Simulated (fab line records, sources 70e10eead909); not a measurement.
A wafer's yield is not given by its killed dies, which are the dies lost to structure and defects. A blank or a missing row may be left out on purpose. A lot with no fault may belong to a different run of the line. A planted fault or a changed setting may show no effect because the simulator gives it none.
Chamber matching :: flow nand harc :: cmp-04 running NHARC_A_BONDPAD_CMP_29: 4 sister chambers
The step polishes SiCN, target thk 200 nm. 4 wafers are shown with their chamber, then 9 later ones without.

== EACH WAFER AND ITS CHAMBER ==
wafer: L083.1
chamber: 0
motor current A (A): 10.9

wafer: L088.1
chamber: 2
motor current A (A): 13.5

wafer: L088.3
chamber: 1
motor current A (A): 12.2

wafer: L088.4
chamber: 3
motor current A (A): 11.4

== WAFERS WITHOUT THEIR CHAMBER ==
wafer: L085.1
motor current A (A): 11.0

wafer: L085.3
motor current A (A): 12.3

wafer: L085.6
motor current A (A): 12.3

wafer: L087.2
motor current A (A): 14.4

wafer: L087.3
motor current A (A): 11.0

wafer: L087.4
motor current A (A): 12.2

wafer: L093.1
motor current A (A): 11.4

wafer: L093.3
motor current A (A): 12.2

wafer: L093.4
motor current A (A): 13.8

== THE CHAMBER EACH PASSED THROUGH ==
wafer: L085.1
from the rows above: can't be placed: 0 or 3
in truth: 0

wafer: L085.3
from the rows above: 1
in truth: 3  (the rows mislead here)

wafer: L085.6
from the rows above: 1
in truth: 1

wafer: L087.2
from the rows above: 2
in truth: 2

wafer: L087.3
from the rows above: can't be placed: 0 or 3
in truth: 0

wafer: L087.4
from the rows above: 1
in truth: 1

wafer: L093.1
from the rows above: can't be placed: 3 or 0
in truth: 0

wafer: L093.3
from the rows above: 1
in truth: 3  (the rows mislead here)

wafer: L093.4
from the rows above: 2
in truth: 2
4 of 9 placed correctly. Can't be placed from these rows: 3 (the true chamber is among the candidates in 3). Placed wrongly: 2.
How it was worked out, from the rows above alone: a wafer's distance from a chamber is the root of the sum, over the readings, of the square of ((its reading less the chamber's mean) divided by the reading's scatter). The wafer belongs to the nearest chamber; if the next one is less than 2 further off, it can't be placed. Each chamber's mean is taken over the wafers shown for it. The scatter: with one shown wafer a chamber, the root of the mean of the squares of how far each hidden wafer lies from its nearest shown one.
